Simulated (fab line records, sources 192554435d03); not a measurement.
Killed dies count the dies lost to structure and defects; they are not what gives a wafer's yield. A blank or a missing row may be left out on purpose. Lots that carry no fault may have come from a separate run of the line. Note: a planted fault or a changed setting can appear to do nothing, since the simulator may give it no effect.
Matching of chambers | flow n5Finfet | rieDiel-02 running N5_BEOL_M12_TRENCH_ETCH_34: 4 sister chambers
The step etches SiOC in C4F8/O2/Ar, target depth 318.95 nm, time 125.5 s. 8 wafers are shown with their chamber, then 10 later ones without.

## WAFERS WITH THEIR CHAMBER
wafer  | chamber | drypumpMotorCurrentA (A) | throttleValvePct (%)
L077.1 | 2       | 6.3                      | 24.32
L077.3 | 1       | 5.5                      | 23.73
L077.6 | 3       | 5.9                      | 24.46
L078.1 | 1       | 5.5                      | 23.73
L078.4 | 2       | 6.2                      | 24.34
L078.6 | 0       | 5.0                      | 24.07
L083.2 | 3       | 6.0                      | 24.16
L083.5 | 0       | 5.0                      | 24.09

## WAFERS WHOSE CHAMBER IS MISSING
wafer  | drypumpMotorCurrentA (A) | throttleValvePct (%)
L083.6 | 6.0                      | 24.16
L087.1 | 6.0                      | 24.20
L087.5 | 6.0                      | 24.17
L087.6 | 5.1                      | 24.11
L090.2 | 6.3                      | 24.37
L090.3 | 5.5                      | 23.76
L090.5 | 5.1                      | 24.11
L091.2 | 6.2                      | 24.37
L091.3 | 5.5                      | 23.78
L091.6 | 5.5                      | 23.76

## WHICH CHAMBER EACH ONE RAN IN
wafer  | from the rows above | in truth
L083.6 | 3                   | 3
L087.1 | 3                   | 3
L087.5 | 3                   | 3
L087.6 | 0                   | 0
L090.2 | 2                   | 2
L090.3 | 1                   | 1
L090.5 | 0                   | 0
L091.2 | 2                   | 2
L091.3 | 1                   | 1
L091.6 | 1                   | 1
Placed correctly: 10 of 10. Not placeable from these rows: 0. 0 placed wrongly.
How it was worked out, from the rows above alone: a wafer's distance from a chamber is the root of the sum, over the readings, of the square of ((its reading less the chamber's mean) divided by the reading's scatter). If the next closest chamber is less than 2 further off than the closest, the wafer can't be placed; otherwise it belongs to the closest. The mean given for a chamber averages the wafers shown for that chamber. The scatter is the square root of a quotient: the sum, over the shown wafers, of each reading's squared deviation from its chamber's mean, divided by wafers minus chambers.
